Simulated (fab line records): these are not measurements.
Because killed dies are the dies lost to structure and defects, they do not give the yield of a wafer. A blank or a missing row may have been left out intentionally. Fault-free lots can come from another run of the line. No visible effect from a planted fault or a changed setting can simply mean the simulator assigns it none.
Chamber matching | flow nand_harc | NHARC_A_SGD_CUT_DESCUM_14 on rie_diel-06: 4 sister chambers
The step chemistry O2, time 3 s. 4 wafers are shown with their chamber, then 9 later ones without.

## WAFERS, EACH WITH ITS CHAMBER
wafer  | chamber | showerhead_plenum_p_Torr (Torr)
L081.3 | 1       | 1.77
L086.1 | 3       | 1.92
L086.2 | 0       | 1.84
L086.4 | 2       | 1.92

## WAFERS WHOSE CHAMBER IS MISSING
wafer  | showerhead_plenum_p_Torr (Torr)
L087.3 | 1.92
L087.5 | 1.84
L087.6 | 1.76
L088.3 | 1.76
L088.4 | 1.92
L088.5 | 1.84
L091.1 | 1.91
L091.2 | 1.76
L091.4 | 1.84

## WHICH CHAMBER EACH WENT THROUGH
wafer  | from the rows above     | in truth
L087.3 | can't be placed: 2 or 3 | 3
L087.5 | 0                       | 0
L087.6 | 1                       | 1
L088.3 | 1                       | 1
L088.4 | can't be placed: 2 or 3 | 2
L088.5 | 0                       | 0
L091.1 | can't be placed: 2 or 3 | 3
L091.2 | 1                       | 1
L091.4 | 0                       | 0
6 of 9 placed correctly. Cannot be placed on the basis of these rows: 3; the candidates contain the true chamber in 3. Placed wrongly: 0.
How it was worked out, from the rows above alone: a wafer's distance from a chamber is the root of the sum, over the readings, of the square of ((its reading less the chamber's mean) divided by the reading's scatter). The wafer belongs to the nearest chamber; if the next one is less than 2 further off, it can't be placed. Each chamber's mean is taken over the wafers shown for it. The scatter: with one shown wafer a chamber, the root of the mean of the squares of how far each hidden wafer lies from its nearest shown one.
